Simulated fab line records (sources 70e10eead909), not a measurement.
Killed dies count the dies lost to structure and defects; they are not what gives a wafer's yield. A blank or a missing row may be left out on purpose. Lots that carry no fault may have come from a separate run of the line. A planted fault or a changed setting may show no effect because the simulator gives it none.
Which tool did it? :: flow nand_harc :: Sampling: 24 lots, 72 wafers, 4 of 1159 route steps

## WHAT THE GAUGES SHOWED, per wafer
NHARC_P_M2_INSPECT_11. Usual: 3.9 for raw_defect_count, sd 2.
lot: L074
measured: day 5 21:31
on: defect_inspect-01
raw_defect_count: 5 5 3
flag: 

lot: L076
measured: day 6 07:28
on: defect_inspect-02
raw_defect_count: 6 1 3
flag: 

lot: L075
measured: day 6 07:50
on: defect_inspect-01
raw_defect_count: 4 5 5
flag: 

lot: L078
measured: day 7 01:08
on: defect_inspect-01
raw_defect_count: 5 5 6
flag: 

lot: L077
measured: day 7 01:25
on: defect_inspect-02
raw_defect_count: 6 4 4
flag: 

lot: L079
measured: day 7 11:06
on: defect_inspect-02
raw_defect_count: 5 7 2
flag: 

lot: L081
measured: day 7 16:41
on: defect_inspect-02
raw_defect_count: 4 2 4
flag: 

lot: L080
measured: day 7 16:57
on: defect_inspect-02
raw_defect_count: 6 3 4
flag: 

lot: L083
measured: day 8 08:50
on: defect_inspect-02
raw_defect_count: 4 5 2
flag: 

lot: L082
measured: day 8 08:59
on: defect_inspect-02
raw_defect_count: 3 2 5
flag: 

lot: L084
measured: day 8 14:35
on: defect_inspect-01
raw_defect_count: 4 6 6
flag: 

lot: L086
measured: day 9 10:44
on: defect_inspect-01
raw_defect_count: 5 5 5
flag: 

lot: L088
measured: day 9 11:09
on: defect_inspect-02
raw_defect_count: 2 3 3
flag: 

lot: L087
measured: day 9 11:47
on: defect_inspect-01
raw_defect_count: 2 5 1
flag: 

lot: L085
measured: day 9 14:40
on: defect_inspect-02
raw_defect_count: 3 2 3
flag: 

lot: L089
measured: day 9 20:46
on: defect_inspect-01
raw_defect_count: 1 4 2
flag: 

lot: L092
measured: day 10 10:58
on: defect_inspect-02
raw_defect_count: 6 8 4
flag: 

lot: L090
measured: day 10 11:11
on: defect_inspect-02
raw_defect_count: 4 6 4
flag: 

lot: L091
measured: day 10 11:20
on: defect_inspect-01
raw_defect_count: 6 4 1
flag: 

lot: L093
measured: day 10 18:23
on: defect_inspect-02
raw_defect_count: 5 2 4
flag: 

lot: L094
measured: day 11 04:47
on: defect_inspect-01
raw_defect_count: 4 1 2
flag: 

lot: L097
measured: day 11 13:17
on: defect_inspect-02
raw_defect_count: 0 3 4
flag: 

lot: L095
measured: day 11 14:20
on: defect_inspect-02
raw_defect_count: 4 10 3
flag: 

lot: L096
measured: day 11 14:47
on: defect_inspect-02
raw_defect_count: 4 1 2
flag: 

NHARC_P_BONDPAD_CD_MEAS_13. Usual: 501.2 nm for cd_nm, sd 2.1.
lot: L074
measured: day 6 02:27
on: cd_sem-03
cd_nm (nm): 500.9 497.3 499.6
flag: 

lot: L076
measured: day 6 12:20
on: cd_sem-01
cd_nm (nm): 500.7 499.4 500.2
flag: 

lot: L075
measured: day 6 13:20
on: cd_sem-03
cd_nm (nm): 500.5 500.0 501.9
flag: 

lot: L078
measured: day 7 06:07
on: cd_sem-01
cd_nm (nm): 502.8 501.5 502.3
flag: 

lot: L077
measured: day 7 06:36
on: cd_sem-03
cd_nm (nm): 504.6 502.3 502.7
flag: 

lot: L079
measured: day 7 16:42
on: cd_sem-03
cd_nm (nm): 499.2 498.2 502.3
flag: 

lot: L081
measured: day 7 21:37
on: cd_sem-01
cd_nm (nm): 506.4 503.5 503.4
flag: 

lot: L080
measured: day 7 22:23
on: cd_sem-02
cd_nm (nm): 499.6 498.9 499.9
flag: 

lot: L083
measured: day 8 13:46
on: cd_sem-02
cd_nm (nm): 499.3 501.9 503.1
flag: 

lot: L082
measured: day 8 14:06
on: cd_sem-02
cd_nm (nm): 501.0 499.8 503.4
flag: 

lot: L084
measured: day 8 19:36
on: cd_sem-01
cd_nm (nm): 499.2 497.0 497.5
flag: 

lot: L086
measured: day 9 15:50
on: cd_sem-02
cd_nm (nm): 504.4 504.2 502.0
flag: 

lot: L088
measured: day 9 16:34
on: cd_sem-03
cd_nm (nm): 505.9 501.6 502.2
flag: 

lot: L087
measured: day 9 17:28
on: cd_sem-01
cd_nm (nm): 500.7 502.3 500.8
flag: 

lot: L085
measured: day 9 19:38
on: cd_sem-03
cd_nm (nm): 504.2 504.8 503.7
flag: 

lot: L089
measured: day 10 01:37
on: cd_sem-01
cd_nm (nm): 501.9 502.7 505.0
flag: 

lot: L092
measured: day 10 15:47
on: cd_sem-03
cd_nm (nm): 497.1 498.9 498.0
flag: 

lot: L090
measured: day 10 16:17
on: cd_sem-02
cd_nm (nm): 502.9 503.3 503.3
flag: 

lot: L091
measured: day 10 16:35
on: cd_sem-01
cd_nm (nm): 501.0 499.5 500.0
flag: 

lot: L093
measured: day 10 23:34
on: cd_sem-03
cd_nm (nm): 498.1 500.7 498.2
flag: 

lot: L094
measured: day 11 09:51
on: cd_sem-02
cd_nm (nm): 499.5 502.2 498.1
flag: 

lot: L097
measured: day 11 18:16
on: cd_sem-01
cd_nm (nm): 502.7 499.5 502.1
flag: 

lot: L095
measured: day 11 19:10
on: cd_sem-03
cd_nm (nm): 498.0 502.3 500.1
flag: 

lot: L096
measured: day 11 19:47
on: cd_sem-03
cd_nm (nm): 499.9 502.7 500.9
flag: 

## TOOL THAT RAN EACH LOT (tool first, then ch and the chambers of the sampled wafers, then the start)
lot: L074
NHARC_P_M2_ANNEAL_31: rtp_anneal-01 ch 0, day 5 23:21
NHARC_P_BONDPAD_DEP_00: pecvd-02 ch 0,1,2, day 6 00:42

lot: L076
NHARC_P_M2_ANNEAL_31: rtp_anneal-02 ch 0, day 6 09:20
NHARC_P_BONDPAD_DEP_00: pecvd-04 ch 0,1,2, day 6 10:46

lot: L075
NHARC_P_M2_ANNEAL_31: rtp_anneal-02 ch 0, day 6 09:56
NHARC_P_BONDPAD_DEP_00: pecvd-02 ch 0,1,2, day 6 13:20 or earlier

lot: L078
NHARC_P_M2_ANNEAL_31: rtp_anneal-02 ch 0, day 7 03:01
NHARC_P_BONDPAD_DEP_00: pecvd-02 ch 0,1,2, day 7 06:07 or earlier

lot: L077
NHARC_P_M2_ANNEAL_31: rtp_anneal-01 ch 0, day 7 03:16
NHARC_P_BONDPAD_DEP_00: pecvd-02 ch 0,1,2, day 7 04:52

lot: L079
NHARC_P_M2_ANNEAL_31: rtp_anneal-01 ch 0, day 7 12:55
NHARC_P_BONDPAD_DEP_00: pecvd-04 ch 0,1, day 7 16:42 or earlier

lot: L081
NHARC_P_M2_ANNEAL_31: rtp_anneal-02 ch 0, day 7 18:40
NHARC_P_BONDPAD_DEP_00: pecvd-03 ch 1,2, day 7 19:59

lot: L080
NHARC_P_M2_ANNEAL_31: rtp_anneal-02 ch 0, day 7 19:16
NHARC_P_BONDPAD_DEP_00: pecvd-04 ch 1,2, day 7 22:23 or earlier

lot: L083
NHARC_P_M2_ANNEAL_31: rtp_anneal-02 ch 0, day 8 10:40
NHARC_P_BONDPAD_DEP_00: pecvd-04 ch 0,1, day 8 13:46 or earlier

lot: L082
NHARC_P_M2_ANNEAL_31: rtp_anneal-01 ch 0, day 8 10:58
NHARC_P_BONDPAD_DEP_00: pecvd-04 ch 0,1,2, day 8 12:20

lot: L084
NHARC_P_M2_ANNEAL_31: rtp_anneal-01 ch 0, day 8 16:32
NHARC_P_BONDPAD_DEP_00: pecvd-02 ch 0,1,2, day 8 19:36 or earlier

lot: L086
NHARC_P_M2_ANNEAL_31: rtp_anneal-01 ch 0, day 9 12:38
NHARC_P_BONDPAD_DEP_00: pecvd-02 ch 0,2, day 9 15:50 or earlier

lot: L088
NHARC_P_M2_ANNEAL_31: rtp_anneal-01 ch 0, day 9 13:25
NHARC_P_BONDPAD_DEP_00: pecvd-02 ch 0,1,2, day 9 14:51

lot: L087
NHARC_P_M2_ANNEAL_31: rtp_anneal-02 ch 0, day 9 13:46
NHARC_P_BONDPAD_DEP_00: pecvd-02 ch 0,1,2, day 9 15:41

lot: L085
NHARC_P_M2_ANNEAL_31: rtp_anneal-01 ch 0, day 9 16:35
NHARC_P_BONDPAD_DEP_00: pecvd-03 ch 0,1, day 9 19:38 or earlier

lot: L089
NHARC_P_M2_ANNEAL_31: rtp_anneal-02 ch 0, day 9 22:46
NHARC_P_BONDPAD_DEP_00: pecvd-02 ch 0,1,2, day 10 00:08

lot: L092
NHARC_P_M2_ANNEAL_31: rtp_anneal-02 ch 0, day 10 12:50
NHARC_P_BONDPAD_DEP_00: pecvd-03 ch 0,1, day 10 15:47 or earlier

lot: L090
NHARC_P_M2_ANNEAL_31: rtp_anneal-02 ch 0, day 10 13:12
NHARC_P_BONDPAD_DEP_00: pecvd-04 ch 1,2, day 10 14:37

lot: L091
NHARC_P_M2_ANNEAL_31: rtp_anneal-01 ch 0, day 10 13:32
NHARC_P_BONDPAD_DEP_00: pecvd-02 ch 0,1, day 10 16:35 or earlier

lot: L093
NHARC_P_M2_ANNEAL_31: rtp_anneal-02 ch 0, day 10 20:26
NHARC_P_BONDPAD_DEP_00: pecvd-02 ch 0,1, day 10 23:34 or earlier

lot: L094
NHARC_P_M2_ANNEAL_31: rtp_anneal-02 ch 0, day 11 06:40
NHARC_P_BONDPAD_DEP_00: pecvd-03 ch 0,1, day 11 08:09

lot: L097
NHARC_P_M2_ANNEAL_31: rtp_anneal-01 ch 0, day 11 15:07
NHARC_P_BONDPAD_DEP_00: pecvd-04 ch 0,1,2, day 11 16:31

lot: L095
NHARC_P_M2_ANNEAL_31: rtp_anneal-02 ch 0, day 11 16:10
NHARC_P_BONDPAD_DEP_00: pecvd-03 ch 0,1,2, day 11 17:35

lot: L096
NHARC_P_M2_ANNEAL_31: rtp_anneal-02 ch 0, day 11 16:50
NHARC_P_BONDPAD_DEP_00: pecvd-02 ch 0,1,2, day 11 19:47 or earlier
- NHARC_P_M2_ANNEAL_31: time 90 s.
- NHARC_P_BONDPAD_DEP_00: deposits SiCN, target thk 250 nm.

## AS READ BY THE TOOLS THEMSELVES (means over the sampled wafers that have a number; for cases with no such wafer, the mark the record gives instead)
NHARC_P_M2_ANNEAL_31. Usual: 226.0 for wafer_temp_C_max, sd 0.5.
lot: L074
tool: rtp_anneal-01
wafer_temp_C_max: 226.6
flag: 

lot: L076
tool: rtp_anneal-02
wafer_temp_C_max: 225.8
flag: 

lot: L075
tool: rtp_anneal-02
wafer_temp_C_max: 225.7
flag: 

lot: L078
tool: rtp_anneal-02
wafer_temp_C_max: 225.8
flag: 

lot: L077
tool: rtp_anneal-01
wafer_temp_C_max: 227.0
flag: 

lot: L079
tool: rtp_anneal-01
wafer_temp_C_max: 226.4
flag: 

lot: L081
tool: rtp_anneal-02
wafer_temp_C_max: 225.6
flag: 

lot: L080
tool: rtp_anneal-02
wafer_temp_C_max: 225.4
flag: 

lot: L083
tool: rtp_anneal-02
wafer_temp_C_max: 225.7
flag: 

lot: L082
tool: rtp_anneal-01
wafer_temp_C_max: 226.4
flag: 

lot: L084
tool: rtp_anneal-01
wafer_temp_C_max: 226.4
flag: 

lot: L086
tool: rtp_anneal-01
wafer_temp_C_max: 226.3
flag: 

lot: L088
tool: rtp_anneal-01
wafer_temp_C_max: 226.4
flag: 

lot: L087
tool: rtp_anneal-02
wafer_temp_C_max: 225.5
flag: 

lot: L085
tool: rtp_anneal-01
wafer_temp_C_max: 226.4
flag: 

lot: L089
tool: rtp_anneal-02
wafer_temp_C_max: 225.7
flag: 

lot: L092
tool: rtp_anneal-02
wafer_temp_C_max: 225.5
flag: 

lot: L090
tool: rtp_anneal-02
wafer_temp_C_max: 225.4
flag: 

lot: L091
tool: rtp_anneal-01
wafer_temp_C_max: 226.4
flag: 

lot: L093
tool: rtp_anneal-02
wafer_temp_C_max: 225.7
flag: 

lot: L094
tool: rtp_anneal-02
wafer_temp_C_max: 225.7
flag: 

lot: L097
tool: rtp_anneal-01
wafer_temp_C_max: 226.2
flag: 

lot: L095
tool: rtp_anneal-02
wafer_temp_C_max: 225.4
flag: 

lot: L096
tool: rtp_anneal-02
wafer_temp_C_max: 225.6
flag: 

NHARC_P_BONDPAD_DEP_00. Usual: heater_power_w 577 W, standard deviation 91; showerhead_vpp_V 1311 V, standard deviation 43.
lot: L074
tool: pecvd-02
heater_power_w (W): 567
showerhead_vpp_V (V): 1276
flag: 

lot: L076
tool: pecvd-04
heater_power_w (W): 622
showerhead_vpp_V (V): 1329
flag: 

lot: L075
tool: pecvd-02
heater_power_w (W): 575
showerhead_vpp_V (V): 1282
flag: 

lot: L078
tool: pecvd-02
heater_power_w (W): 519
showerhead_vpp_V (V): 1280
flag: 

lot: L077
tool: pecvd-02
heater_power_w (W): 542
showerhead_vpp_V (V): 1284
flag: 

lot: L079
tool: pecvd-04
heater_power_w (W): 681
showerhead_vpp_V (V): 1368
flag: 

lot: L081
tool: pecvd-03
heater_power_w (W): 487
showerhead_vpp_V (V): 1341
flag: 

lot: L080
tool: pecvd-04
heater_power_w (W): 574
showerhead_vpp_V (V): 1301
flag: 

lot: L083
tool: pecvd-04
heater_power_w (W): 677
showerhead_vpp_V (V): 1350
flag: 

lot: L082
tool: pecvd-04
heater_power_w (W): 649
showerhead_vpp_V (V): 1311
flag: 

lot: L084
tool: pecvd-02
heater_power_w (W): 488
showerhead_vpp_V (V): 1285
flag: 

lot: L086
tool: pecvd-02
heater_power_w (W): 542
showerhead_vpp_V (V): 1277
flag: 

lot: L088
tool: pecvd-02
heater_power_w (W): 525
showerhead_vpp_V (V): 1292
flag: 

lot: L087
tool: pecvd-02
heater_power_w (W): 528
showerhead_vpp_V (V): 1293
flag: 

lot: L085
tool: pecvd-03
heater_power_w (W): 626
showerhead_vpp_V (V): 1360
flag: 

lot: L089
tool: pecvd-02
heater_power_w (W): 520
showerhead_vpp_V (V): 1281
flag: 

lot: L092
tool: pecvd-03
heater_power_w (W): 606
showerhead_vpp_V (V): 1371
flag: 

lot: L090
tool: pecvd-04
heater_power_w (W): 603
showerhead_vpp_V (V): 1275
flag: 

lot: L091
tool: pecvd-02
heater_power_w (W): 524
showerhead_vpp_V (V): 1295
flag: 

lot: L093
tool: pecvd-02
heater_power_w (W): 454
showerhead_vpp_V (V): 1277
flag: 

lot: L094
tool: pecvd-03
heater_power_w (W): 617
showerhead_vpp_V (V): 1383
flag: 

lot: L097
tool: pecvd-04
heater_power_w (W): 631
showerhead_vpp_V (V): 1324
flag: 

lot: L095
tool: pecvd-03
heater_power_w (W): 572
showerhead_vpp_V (V): 1367
flag: 

lot: L096
tool: pecvd-02
heater_power_w (W): 561
showerhead_vpp_V (V): 1280
flag: 

## THE ANSWER, worked out from the rows above alone
Rule: take the mean of a lot's wafers that have a number; if it is more than 3 standard deviations from the usual mean, the lot is off. Also off: a lot with no number at a reading for which 4 or more lots have one. Where the step has rows for the other lots, those lots are counted as sound. The gauges are gone through in route order, then the tools' own readings, and for those a lot's mean is taken as printed above. At the first step where some lot is off, the reading lying furthest off is the one used; lots without a number count as furthest.
No lot is off on any of the readings shown, so nothing can be concluded from this.

## WHAT HAD BEEN PUT IN BY THE SIMULATOR
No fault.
